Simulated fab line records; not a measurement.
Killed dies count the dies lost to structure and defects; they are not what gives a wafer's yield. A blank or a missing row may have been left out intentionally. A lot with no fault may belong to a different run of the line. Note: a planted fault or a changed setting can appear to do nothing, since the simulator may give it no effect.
fab line records	flow n5-finfet
[record] lots = 24	wafers = 72	last-day = 18
route steps=1938 shown BEOL_M5@1169 BEOL_M6@1194
lots that met no fault: taken from a fault-free run of the same line
start-h: hours from the record's first day to the start of the lot's first wafer shown	wait-h: how many hours have passed since the lot's step before this one	" repeats the value in the row above	L1.1+2: several wafers, shown together as one row	- no value present, or no start provided	* or withheld: withheld	< > ~ a bound
route shown NAME@n: a module of which the file shows steps, and the number in the route of the first	usual: average and standard deviation across the fault-free wafers	same: alike in all rows	chamber/n: place in a boat	sites: each site's reading	_std_site: their standard deviation	_edge_site: outer sites' mean less inner sites'	radius-mm: how far each site lies from the wafer's centre	mask NAME#n: copy n	behind: tool/chamber where the wafer was last shaped	hold: reason for holding the lot/hours on hold/outcome of the hold	device: the n, p or np transistor that did not switch	end of line: the same wafers' tests at the end of the route	where a step has no rows: the recipe by itself	killed: at the first sort, the dies lost to defects and structure; wafer yield is something else	map: per-die view of a wafer (x killed, . not killed, _ where there is no die)
set.NAME: the setting as run; set.NAME@STEP: as run at that earlier step	model.NAME: the simulator's own value behind a step, which no gauge read
one table for each step of the route and one row for each wafer, over a sample of lots
services: a tool's chamber out of use, with start hour (start-h, from the record's first day; less than 0 if before it), hours out, and reason
[[steps]]
[step N5_BEOL_M5_CURE_80]
[recipe] temp-c = 370	time-s = 120	ambient = DMADMS/He	material = SiCOH_lowk
[usual] lamp-power-pct = 52.32/0.056	wafer_temp_C_max = 371.7/0.46
lot.wafer	tool	chamber	start-h	wait-h	lamp-power-pct	wafer_temp_C_max
L075.2	uv-cure-03	2	181.74	0.1	52.49	371.4
L075.4	"	2	"	"	52.28	371.7
L075.5	"	2	"	"	52.24	372.3
L074.2	uv-cure-03	1	187.85	0.1	52.30	371.0
L074.3	"	1	"	"	52.28	371.5
L074.6	"	1	"	"	52.42	371.4
L076.1	uv-cure-01	2	188.15	0.0	52.39	371.0
L076.4	"	2	"	"	52.32	371.1
L076.5	"	2	"	"	52.26	371.3
L077.3	uv-cure-03	2	198.48	0.2	52.23	371.6
L077.5	"	2	"	"	52.30	371.2
L077.6	"	2	"	"	52.31	371.2
L079.2	uv-cure-02	0	216.48	0.2	52.29	371.6
L079.3	"	0	"	"	52.28	371.7
L079.6	"	0	"	"	52.31	372.4
L078.1	uv-cure-02	0	221.75	0.0	52.34	371.7
L078.2	"	0	"	"	52.35	371.7
L078.5	"	0	"	"	52.34	371.2
L082.3	uv-cure-01	1	222.08	0.2	52.37	372.1
L082.5	"	1	"	"	52.24	371.5
L082.6	"	1	"	"	52.26	372.1
L080.2	uv-cure-01	0	222.33	0.2	52.41	371.8
L080.3	"	0	"	"	52.33	371.7
L080.5	"	0	"	"	52.39	372.0
L081.1	uv-cure-03	2	229.32	0.0	52.36	371.6
L081.3	"	2	"	"	52.38	371.4
L081.6	"	2	"	"	52.32	371.9
L083.1	uv-cure-02	2	229.53	0.0	52.36	371.9
L083.2	"	2	"	"	52.32	371.8
L083.6	"	2	"	"	52.31	371.8
L084.1	uv-cure-01	0	230.56	0.0	52.40	372.1
L084.4	"	0	"	"	52.26	372.0
L084.5	"	0	"	"	52.33	371.9
L085.1	uv-cure-03	0	239.99	0.0	52.41	372.0
L085.3	"	0	"	"	52.32	372.6
L085.6	"	0	"	"	52.36	372.0
L086.3	uv-cure-03	0	252.00	0.1	52.27	371.6
L086.4	"	0	"	"	52.28	372.5
L086.5	"	0	"	"	52.32	371.5
L087.2	uv-cure-03	2	257.83	0.1	52.38	371.6
L087.3	"	2	"	"	52.25	371.6
L087.5	"	2	"	"	52.26	372.6
L088.3	uv-cure-03	2	264.53	0.2	52.31	371.6
L088.5	"	2	"	"	52.36	371.3
L088.6	"	2	"	"	52.40	372.2
L089.1	uv-cure-03	2	267.77	0.3	52.32	371.8
L089.2	"	2	"	"	52.46	371.8
L089.3	"	2	"	"	52.38	371.6
L090.2	uv-cure-02	1	275.41	0.1	52.30	372.8
L090.3	"	1	"	"	52.35	372.3
L090.4	"	1	"	"	52.29	372.0
L091.1	uv-cure-02	2	277.96	0.0	52.36	371.5
L091.2	"	2	"	"	52.23	371.6
L091.4	"	2	"	"	52.36	372.1
L092.1	uv-cure-02	2	284.36	0.0	52.33	371.7
L092.2	"	2	"	"	52.41	371.3
L092.3	"	2	"	"	52.24	372.6
L095.2	uv-cure-01	2	300.55	0.2	52.38	371.5
L095.3	"	2	"	"	52.25	372.1
L095.6	"	2	"	"	52.32	371.0
L093.1	uv-cure-03	1	302.15	0.0	52.14	371.1
L093.3	"	1	"	"	52.37	371.0
L093.5	"	1	"	"	52.29	370.9
L094.1	uv-cure-03	1	310.48	0.2	52.28	371.7
L094.4	"	1	"	"	52.28	371.4
L094.5	"	1	"	"	52.32	371.8
L096.1	uv-cure-01	0	315.19	1.0	52.23	372.0
L096.3	"	0	"	"	52.24	372.1
L096.4	"	0	"	"	52.39	372.9
L097.3	uv-cure-01	2	317.57	2.0	52.34	371.2
L097.5	"	2	"	"	52.28	371.1
L097.6	"	2	"	"	52.36	370.8
[step N5_BEOL_M5_SURFACE_TREAT_87]
[recipe] gas = Ar	time-s = *	ion-energy-ev = *	ion-current-ma-cm2 = 0.5	pressure-mtorr = *	ar-flow-sccm = 30
[usual] throttle-valve-pct = *
lot.wafer	tool	chamber	start-h	wait-h	throttle-valve-pct
L075.2	pvd-sputter-03	-	182.96	0.2	*
L075.4	"	-	"	"	*
L075.5	"	-	"	"	*
L074.2	pvd-sputter-03	-	190.20	0.2	*
L074.3	"	-	"	"	*
L074.6	"	-	"	"	*
L076.1	pvd-sputter-01	-	190.28	0.2	*
L076.4	"	-	"	"	*
L076.5	"	-	"	"	*
L077.3	pvd-sputter-01	-	200.35	0.2	*
L077.5	"	-	"	"	*
L077.6	"	-	"	"	*
L079.2	pvd-sputter-02	-	217.13	0.1	*
L079.3	"	-	"	"	*
L079.6	"	-	"	"	*
L078.1	pvd-sputter-03	-	222.47	0.2	*
L078.2	"	-	"	"	*
L078.5	"	-	"	"	*
L082.3	pvd-sputter-01	-	223.22	0.5	*
L082.5	"	-	"	"	*
L082.6	"	-	"	"	*
L080.2	pvd-sputter-01	-	223.31	0.3	*
L080.3	"	-	"	"	*
L080.5	"	-	"	"	*
L081.1	pvd-sputter-01	-	230.05	0.1	*
L081.3	"	-	"	"	*
L081.6	"	-	"	"	*
L083.1	pvd-sputter-01	-	230.23	0.1	*
L083.2	"	-	"	"	*
L083.6	"	-	"	"	*
L084.1	pvd-sputter-03	-	232.57	0.1	*
L084.4	"	-	"	"	*
L084.5	"	-	"	"	*
L085.1	pvd-sputter-01	-	242.42	0.1	*
L085.3	"	-	"	"	*
L085.6	"	-	"	"	*
L086.3	pvd-sputter-01	-	252.85	0.1	*
L086.4	"	-	"	"	*
L086.5	"	-	"	"	*
L087.2	pvd-sputter-02	-	259.13	0.4	*
L087.3	"	-	"	"	*
L087.5	"	-	"	"	*
L088.3	pvd-sputter-03	-	265.64	0.3	*
L088.5	"	-	"	"	*
L088.6	"	-	"	"	*
L089.1	pvd-sputter-01	-	268.74	0.1	*
L089.2	"	-	"	"	*
L089.3	"	-	"	"	*
L090.2	pvd-sputter-02	-	276.37	0.3	*
L090.3	"	-	"	"	*
L090.4	"	-	"	"	*
L091.1	pvd-sputter-03	-	278.92	0.2	*
L091.2	"	-	"	"	*
L091.4	"	-	"	"	*
L092.1	pvd-sputter-01	-	285.15	0.1	*
L092.2	"	-	"	"	*
L092.3	"	-	"	"	*
L095.2	pvd-sputter-01	-	301.41	0.2	*
L095.3	"	-	"	"	*
L095.6	"	-	"	"	*
L093.1	pvd-sputter-03	-	304.34	1.4	*
L093.3	"	-	"	"	*
L093.5	"	-	"	"	*
L094.1	pvd-sputter-03	-	311.94	0.2	*
L094.4	"	-	"	"	*
L094.5	"	-	"	"	*
L096.1	pvd-sputter-01	-	316.06	0.2	*
L096.3	"	-	"	"	*
L096.4	"	-	"	"	*
L097.3	pvd-sputter-02	-	319.10	0.1	*
L097.5	"	-	"	"	*
L097.6	"	-	"	"	*
[step N5_BEOL_M5_ANNEAL_49]
[recipe] temp-c = 400	time-s = 1800	ambient = vacuum
[usual] heater-power-w = 844/79
lot.wafer	tool	chamber	start-h	wait-h	heater-power-w
L075.2	pvd-sputter-01	-	183.34	0.0	859
L075.4	"	-	"	"	793
L075.5	"	-	"	"	790
L074.2	pvd-sputter-01	-	190.52	0.0	793
L074.3	"	-	"	"	862
L074.6	"	-	"	"	804
L076.1	pvd-sputter-02	-	190.62	0.0	1022
L076.4	"	-	"	"	900
L076.5	"	-	"	"	874
L077.3	pvd-sputter-01	-	200.71	0.0	897
L077.5	"	-	"	"	891
L077.6	"	-	"	"	802
L079.2	pvd-sputter-01	-	217.46	0.0	791
L079.3	"	-	"	"	796
L079.6	"	-	"	"	883
L078.1	pvd-sputter-03	-	222.79	0.0	877
L078.2	"	-	"	"	884
L078.5	"	-	"	"	873
L082.3	pvd-sputter-01	-	223.59	0.0	798
L082.5	"	-	"	"	801
L082.6	"	-	"	"	879
L080.2	pvd-sputter-02	-	225.38	0.0	884
L080.3	"	-	"	"	809
L080.5	"	-	"	"	892
L081.1	pvd-sputter-01	-	230.44	0.0	794
L081.3	"	-	"	"	794
L081.6	"	-	"	"	792
L083.1	pvd-sputter-02	-	231.76	0.0	809
L083.2	"	-	"	"	1014
L083.6	"	-	"	"	882
L084.1	pvd-sputter-03	-	232.87	0.0	898
L084.4	"	-	"	"	694
L084.5	"	-	"	"	702
L085.1	pvd-sputter-02	-	242.73	0.0	795
L085.3	"	-	"	"	905
L085.6	"	-	"	"	822
L086.3	pvd-sputter-02	-	253.14	0.0	1041
L086.4	"	-	"	"	805
L086.5	"	-	"	"	1026
L087.2	pvd-sputter-01	-	260.25	0.0	788
L087.3	"	-	"	"	773
L087.5	"	-	"	"	822
L088.3	pvd-sputter-03	-	266.24	0.0	850
L088.5	"	-	"	"	855
L088.6	"	-	"	"	697
L089.1	pvd-sputter-03	-	270.67	0.0	849
L089.2	"	-	"	"	700
L089.3	"	-	"	"	881
L090.2	pvd-sputter-02	-	276.89	0.0	805
L090.3	"	-	"	"	876
L090.4	"	-	"	"	780
L091.1	pvd-sputter-03	-	279.28	0.0	691
L091.2	"	-	"	"	876
L091.4	"	-	"	"	872
L092.1	pvd-sputter-01	-	285.46	0.0	813
L092.2	"	-	"	"	785
L092.3	"	-	"	"	803
L095.2	pvd-sputter-01	-	301.83	0.0	810
L095.3	"	-	"	"	799
L095.6	"	-	"	"	902
L093.1	pvd-sputter-02	-	304.87	0.0	800
L093.3	"	-	"	"	809
L093.5	"	-	"	"	1039
L094.1	pvd-sputter-02	-	312.24	0.0	803
L094.4	"	-	"	"	791
L094.5	"	-	"	"	1035
L096.1	pvd-sputter-01	-	316.36	0.0	904
L096.3	"	-	"	"	803
L096.4	"	-	"	"	811
L097.3	pvd-sputter-02	-	319.52	0.0	877
L097.5	"	-	"	"	817
L097.6	"	-	"	"	1051
[step N5_BEOL_M6_ILD_DEP_00]
[recipe] material = SiCOH_lowk	target-thk-a = 1797.5	temp-c = 300	precursor = DEMS/porogen	pressure-torr = 5	rf-w = 500	time-s = 33.4
[usual] heater-power-w = 299/49	showerhead-plenum-p-Torr = 5.750/0.017	throttle-valve-pct = 13.9/0.51
lot.wafer	tool	chamber	start-h	wait-h	heater-power-w	showerhead-plenum-p-Torr	since-wet-clean-h	throttle-valve-pct
L075.2	pecvd-02	0	188.75	0.0	252	5.758	893	14.6
L075.4	"	1	"	"	341	5.782	-	14.2
L075.5	"	0	"	"	256	5.762	-	14.5
L076.1	pecvd-01	0	196.01	0.0	255	5.724	1081	14.3
L076.4	"	2	"	"	313	5.716	-	13.5
L076.5	"	0	"	"	254	5.730	-	14.0
L074.2	pecvd-01	1	196.18	0.0	395	5.751	1806	13.8
L074.3	"	2	"	"	276	5.740	381	13.7
L074.6	"	2	"	"	278	5.728	-	13.4
L077.3	pecvd-01	0	206.21	0.0	216	5.739	1091	14.1
L077.5	"	0	"	"	228	5.740	-	14.3
L077.6	"	2	"	"	308	5.715	-	13.3
L079.2	pecvd-01	0	223.33	0.0	239	5.752	1108	14.3
L079.3	"	1	"	"	406	5.760	1833	13.4
L079.6	"	0	"	"	245	5.728	-	14.2
L078.1	pecvd-03	2	228.18	0.0	298	5.746	541	13.4
L078.2	"	0	"	"	231	5.748	1295	14.3
L078.5	"	2	"	"	300	5.729	-	13.3
L082.3	pecvd-02	0	229.79	0.0	290	5.763	934	14.5
L082.5	"	1	"	"	293	5.783	-	14.2
L082.6	"	2	"	"	267	5.756	-	13.1
L080.2	pecvd-02	0	231.04	0.0	262	5.773	935	14.5
L080.3	"	2	"	"	301	5.764	163	12.9
L080.5	"	1	"	"	340	5.757	-	14.1
L081.1	pecvd-02	1	235.86	0.0	324	5.778	1665	14.1
L081.3	"	0	"	"	242	5.761	940	15.0
L081.6	"	0	"	"	245	5.761	-	14.9
L083.1	pecvd-01	0	237.24	0.0	270	5.728	1122	14.3
L083.2	"	1	"	"	359	5.748	1847	13.8
L083.6	"	1	"	"	373	5.754	-	13.8
L084.1	pecvd-02	1	239.31	0.0	326	5.770	1668	14.0
L084.4	"	2	"	"	317	5.766	-	12.8
L084.5	"	1	"	"	334	5.763	-	14.0
L085.1	pecvd-01	1	248.22	0.0	417	5.740	1858	13.4
L085.3	"	0	"	"	253	5.738	1133	14.2
L085.6	"	1	"	"	417	5.747	-	13.5
L086.3	pecvd-02	1	260.63	0.1	340	5.779	-	13.8
L086.4	"	0	"	"	258	5.770	-	14.6
L086.5	"	1	"	"	346	5.777	-	13.8
L087.2	pecvd-03	1	265.75	0.0	383	5.737	2057	13.6
L087.3	"	2	"	"	275	5.739	578	13.3
L087.5	"	0	"	"	262	5.756	-	14.2
L088.3	pecvd-02	0	271.77	0.0	262	5.765	976	14.7
L088.5	"	0	"	"	265	5.758	-	14.8
L088.6	"	2	"	"	288	5.771	-	13.2
L089.1	pecvd-03	1	276.12	0.0	341	5.733	2067	13.5
L089.2	"	2	"	"	250	5.720	588	13.3
L089.3	"	0	"	"	242	5.750	1342	14.2
L090.2	pecvd-03	0	282.27	0.0	258	5.770	1349	14.5
L090.3	"	2	"	"	295	5.725	595	13.1
L090.4	"	2	"	"	304	5.733	-	13.2
L091.1	pecvd-03	0	284.88	0.0	244	5.767	1351	13.9
L091.2	"	2	"	"	283	5.745	597	13.4
L091.4	"	2	"	"	282	5.727	-	13.2
L092.1	pecvd-01	1	290.91	0.0	352	5.752	1901	13.6
L092.2	"	0	"	"	244	5.741	1176	14.1
L092.3	"	2	"	"	237	5.717	475	13.9
L095.2	pecvd-02	1	307.22	0.0	274	5.767	1736	14.1
L095.3	"	2	"	"	272	5.776	239	13.3
L095.6	"	0	"	"	283	5.758	-	15.0
L093.1	pecvd-02	1	310.26	0.0	312	5.759	1739	14.1
L093.3	"	0	"	"	284	5.764	1014	14.7
L093.5	"	2	"	"	306	5.759	-	13.3
L094.1	pecvd-01	1	317.63	0.0	426	5.747	1928	13.4
L094.4	"	2	"	"	284	5.721	-	13.8
L094.5	"	1	"	"	428	5.748	-	13.7
L096.1	pecvd-03	0	321.84	0.0	238	5.763	1388	14.3
L096.3	"	2	"	"	254	5.746	634	13.3
L096.4	"	2	"	"	273	5.748	-	13.3
L097.3	pecvd-03	0	324.90	0.0	264	5.756	1391	14.2
L097.5	"	1	"	"	371	5.747	-	13.8
L097.6	"	2	"	"	253	5.726	-	13.3
[step N5_BEOL_M6_INSPECT_13]
[recipe] mode = adi	inspect-instrument = brightfield
[usual] raw-defect-count = 415/110
lot.wafer	tool	chamber	start-h	wait-h	raw-defect-count
L075.2	defect-inspect-01	-	190.65	0.0	542
L075.4	"	-	"	"	572
L075.5	"	-	"	"	332
L076.1	defect-inspect-01	-	198.50	0.0	823
L076.4	"	-	"	"	876
L076.5	"	-	"	"	556
L074.2	defect-inspect-01	-	198.67	0.0	368
L074.3	"	-	"	"	394
L074.6	"	-	"	"	349
L077.3	defect-inspect-02	-	208.12	0.0	286
L077.5	"	-	"	"	378
L077.6	"	-	"	"	380
L079.2	defect-inspect-01	-	228.00	0.0	249
L079.3	"	-	"	"	398
L079.6	"	-	"	"	275
L078.1	defect-inspect-02	-	229.80	0.0	573
L078.2	"	-	"	"	483
L078.5	"	-	"	"	519
L082.3	defect-inspect-02	-	232.69	0.0	304
L082.5	"	-	"	"	332
L082.6	"	-	"	"	528
L080.2	defect-inspect-01	-	235.60	0.0	534
L080.3	"	-	"	"	619
L080.5	"	-	"	"	360
L081.1	defect-inspect-02	-	237.80	0.0	281
L081.3	"	-	"	"	230
L081.6	"	-	"	"	316
L083.1	defect-inspect-01	-	239.84	0.0	418
L083.2	"	-	"	"	348
L083.6	"	-	"	"	359
L084.1	defect-inspect-01	-	242.55	0.0	343
L084.4	"	-	"	"	326
L084.5	"	-	"	"	364
L085.1	defect-inspect-02	-	249.72	0.0	425
L085.3	"	-	"	"	333
L085.6	"	-	"	"	426
L086.3	defect-inspect-01	-	264.60	0.0	427
L086.4	"	-	"	"	365
L086.5	"	-	"	"	329
L087.2	defect-inspect-01	-	267.86	0.0	442
L087.3	"	-	"	"	610
L087.5	"	-	"	"	534
L088.3	defect-inspect-02	-	274.03	0.0	415
L088.5	"	-	"	"	561
L088.6	"	-	"	"	379
L089.1	defect-inspect-01	-	278.70	0.0	402
L089.2	"	-	"	"	465
L089.3	"	-	"	"	338
L090.2	defect-inspect-01	-	284.46	0.0	541
L090.3	"	-	"	"	399
L090.4	"	-	"	"	684
L091.1	defect-inspect-01	-	288.58	0.0	463
L091.2	"	-	"	"	479
L091.4	"	-	"	"	316
L092.1	defect-inspect-01	-	293.38	0.0	439
L092.2	"	-	"	"	557
L092.3	"	-	"	"	289
L095.2	defect-inspect-01	-	309.96	0.0	296
L095.3	"	-	"	"	445
L095.6	"	-	"	"	447
L093.1	defect-inspect-01	-	312.69	0.0	377
L093.3	"	-	"	"	378
L093.5	"	-	"	"	387
L094.1	defect-inspect-01	-	321.74	0.0	351
L094.4	"	-	"	"	365
L094.5	"	-	"	"	286
L096.1	defect-inspect-02	-	325.18	0.0	340
L096.3	"	-	"	"	476
L096.4	"	-	"	"	378
L097.3	defect-inspect-01	-	327.04	0.0	312
L097.5	"	-	"	"	369
L097.6	"	-	"	"	319
[step N5_BEOL_M6_DEGAS_44]
[recipe] ambient = vacuum	temp-c = 250	time-s = 60
[usual] heater-power-w = 335/31
lot.wafer	tool	chamber	start-h	wait-h	heater-power-w
L075.2	pvd-sputter-03	-	195.02	0.4	346
L075.4	"	-	"	"	356
L075.5	"	-	"	"	277
L074.2	pvd-sputter-03	-	201.15	0.3	277
L074.3	"	-	"	"	362
L074.6	"	-	"	"	336
L076.1	pvd-sputter-03	-	201.23	0.5	278
L076.4	"	-	"	"	355
L076.5	"	-	"	"	356
L077.3	pvd-sputter-02	-	210.55	0.4	418
L077.5	"	-	"	"	325
L077.6	"	-	"	"	365
L079.2	pvd-sputter-03	-	232.05	1.7	342
L079.3	"	-	"	"	339
L079.6	"	-	"	"	277
L078.1	pvd-sputter-01	-	236.27	0.5	325
L078.2	"	-	"	"	328
L078.5	"	-	"	"	313
L082.3	pvd-sputter-02	-	236.43	0.2	322
L082.5	"	-	"	"	370
L082.6	"	-	"	"	316
L080.2	pvd-sputter-03	-	239.71	0.2	274
L080.3	"	-	"	"	343
L080.5	"	-	"	"	337
L081.1	pvd-sputter-03	-	241.87	1.9	352
L081.3	"	-	"	"	275
L081.6	"	-	"	"	349
L083.1	pvd-sputter-03	-	243.59	0.4	352
L083.2	"	-	"	"	280
L083.6	"	-	"	"	346
L084.1	pvd-sputter-03	-	246.37	0.3	367
L084.4	"	-	"	"	277
L084.5	"	-	"	"	340
L085.1	pvd-sputter-02	-	251.89	0.6	411
L085.3	"	-	"	"	324
L085.6	"	-	"	"	364
L086.3	pvd-sputter-01	-	268.37	0.2	324
L086.4	"	-	"	"	317
L086.5	"	-	"	"	324
L087.2	pvd-sputter-02	-	272.37	0.7	416
L087.3	"	-	"	"	376
L087.5	"	-	"	"	315
L088.3	pvd-sputter-01	-	278.47	0.4	320
L088.5	"	-	"	"	321
L088.6	"	-	"	"	320
L089.1	pvd-sputter-03	-	283.63	0.9	342
L089.2	"	-	"	"	356
L089.3	"	-	"	"	281
L090.2	pvd-sputter-03	-	288.53	0.3	353
L090.3	"	-	"	"	280
L090.4	"	-	"	"	336
L091.1	pvd-sputter-01	-	292.64	2.4	319
L091.2	"	-	"	"	319
L091.4	"	-	"	"	321
L092.1	pvd-sputter-02	-	297.29	0.4	353
L092.2	"	-	"	"	417
L092.3	"	-	"	"	327
L095.2	pvd-sputter-01	-	314.82	0.6	315
L095.3	"	-	"	"	319
L095.6	"	-	"	"	359
L093.1	pvd-sputter-03	-	317.59	0.4	343
L093.3	"	-	"	"	368
L093.5	"	-	"	"	343
L094.1	pvd-sputter-02	-	325.39	0.6	415
L094.4	"	-	"	"	335
L094.5	"	-	"	"	354
L096.1	pvd-sputter-02	-	327.43	0.3	321
L096.3	"	-	"	"	353
L096.4	"	-	"	"	321
L097.3	pvd-sputter-03	-	332.04	0.4	341
L097.5	"	-	"	"	280
L097.6	"	-	"	"	354
[[services]]
tool	chamber	start-h	hours	kind
uv-cure-03	-	159.89	1.6	repair
pvd-sputter-03	-	160.23	10.0	repair
pecvd-03	2	169.89	2.1	scheduled-down
pecvd-01	0	186.10	5.5	scheduled-down
pecvd-02	1	189.65	2.1	scheduled-down
pecvd-01	-	200.46	0.3	repair
pecvd-03	-	201.67	6.0	pm
uv-cure-03	-	213.27	2.1	pm
uv-cure-03	-	218.92	6.0	pm
pecvd-01	2	232.52	6.1	repair
pvd-sputter-02	-	239.55	2.6	repair
pecvd-02	0	254.05	5.5	scheduled-down
pecvd-02	2	259.51	2.1	scheduled-down
pecvd-01	-	261.97	1.2	repair
uv-cure-02	-	263.93	0.6	repair
uv-cure-03	-	282.75	1.0	pm
pecvd-03	1	283.41	2.1	scheduled-down
pecvd-02	0	285.39	2.1	scheduled-down
uv-cure-02	-	296.25	4.3	repair
pvd-sputter-01	-	306.96	5.3	repair
uv-cure-02	-	311.98	7.5	pm
pecvd-01	0	319.29	2.1	scheduled-down
[[key]]
fault none
